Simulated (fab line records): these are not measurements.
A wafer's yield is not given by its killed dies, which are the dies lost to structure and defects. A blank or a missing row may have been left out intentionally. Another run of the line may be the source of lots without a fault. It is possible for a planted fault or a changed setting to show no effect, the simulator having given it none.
Check for tools in common ; flow nand_harc ; Lots sampled 3, wafers sampled 9

== WHAT PROMPTED THE OPENING ==
At NHARC_END_SORT_01 the reading killed_at_other is flagged on 2 of 3 lots. No-fault wafers: 0.8, standard deviation 1.
Rule: a lot is flagged in two cases, either no wafer of it has a number, or all its wafers with numbers fall more than 4 standard deviations from that mean. As for the other lots, they are considered sound.

lot;measured;on;killed_at_other, wafer by wafer;flag
L554;day 29 08:40;prober-02;0 0 0;
L562;day 32 05:35;prober-02;77 40 83;FLAGGED
L564;day 33 09:34;prober-02;40 69 28;FLAGGED
On average the flagged lots' numbers are 56.2, which is +55.4 against the usual, or +55 standard deviations.

== WHICH TOOL RAN EACH LOT ==
Before the reading, the record contains 4 process steps out of a 1302-step route. In each cell: the tool, then ch and the chambers that the sampled wafers went through, then the start.
lot;flag;NHARC_THIN_TSV_PRECLEAN_41;NHARC_THIN_TSV_DEP_47;NHARC_THIN_TSV_ETCHBACK_48;NHARC_THIN_TSV_PVD_51
L554;;wet_bench-08 ch 0,4,7, day 28 17:14;pecvd-03 ch 0,2, day 28 20:08;rie_diel-05 ch 0,1, day 28 20:27;pvd_sputter-02, day 29 08:40 or earlier
L562;FLAGGED;wet_bench-08 ch 1,2,6, day 31 12:26;pecvd-04 ch 1,2, day 31 15:19;rie_diel-12 ch 1,3, day 31 15:40;pvd_sputter-03, day 32 05:35 or earlier
L564;FLAGGED;wet_bench-08 ch 3,5,6, day 32 15:07;pecvd-03 ch 0,1,2, day 32 18:04;rie_diel-03 ch 0,3, day 32 18:19;pvd_sputter-02, day 33 09:34 or earlier
These steps, and what they do:
- NHARC_THIN_TSV_PRECLEAN_41: cleans in SC1.
- NHARC_THIN_TSV_DEP_47: deposits SiO2, target thk 200 nm.
- NHARC_THIN_TSV_ETCHBACK_48: etches the open film in C4F8/Ar, target depth 1028.5 nm, time 405.17 s.
- NHARC_THIN_TSV_PVD_51: deposits Cu, target thk 100 nm.
- NHARC_END_SORT_01

== FLAGGED OVER TOTAL, TOOL BY TOOL (the gauges that took the reading come last) ==
step;tool;lots run;flagged;share of the flagged lots;sound lots run after its first flagged lot
NHARC_THIN_TSV_PRECLEAN_41;wet_bench-08;3;2;all;0
NHARC_THIN_TSV_DEP_47;pecvd-03;2;1;some;0
NHARC_THIN_TSV_DEP_47;pecvd-04;1;1;some;0
NHARC_THIN_TSV_ETCHBACK_48;rie_diel-03;1;1;some;0
NHARC_THIN_TSV_ETCHBACK_48;rie_diel-05;1;0;none;-
NHARC_THIN_TSV_ETCHBACK_48;rie_diel-12;1;1;some;0
NHARC_THIN_TSV_PVD_51;pvd_sputter-02;2;1;some;0
NHARC_THIN_TSV_PVD_51;pvd_sputter-03;1;1;some;0
NHARC_END_SORT_01;prober-02;3;2;all;0
Because NHARC_THIN_TSV_PVD_51 lacks a start for some lots, the hours and order of its lots are taken from NHARC_END_SORT_01.

== WHAT THE TABLE ALLOWS ==
In 2 table rows, all flagged lots were run: wet_bench-08 (NHARC_THIN_TSV_PRECLEAN_41), prober-02 (NHARC_END_SORT_01).
- wet_bench-08 at NHARC_THIN_TSV_PRECLEAN_41: 2 of its 3 lots flagged. Last sound lot L554 at day 28 17:14, first flagged lot L562 at day 31 12:26; a fault beginning in between fits.
- prober-02 at NHARC_END_SORT_01: 2 of its 3 lots flagged. Last sound lot L554 at day 29 08:40, first flagged lot L562 at day 32 05:35; a fault beginning in between fits.
These 2 tools cannot be told apart by counting lots, since each of them fits a fault that started at some hour. More lots, or a look at what each step does to the wafer, might.

== WHAT THE SIMULATOR HAD PUT IN ==
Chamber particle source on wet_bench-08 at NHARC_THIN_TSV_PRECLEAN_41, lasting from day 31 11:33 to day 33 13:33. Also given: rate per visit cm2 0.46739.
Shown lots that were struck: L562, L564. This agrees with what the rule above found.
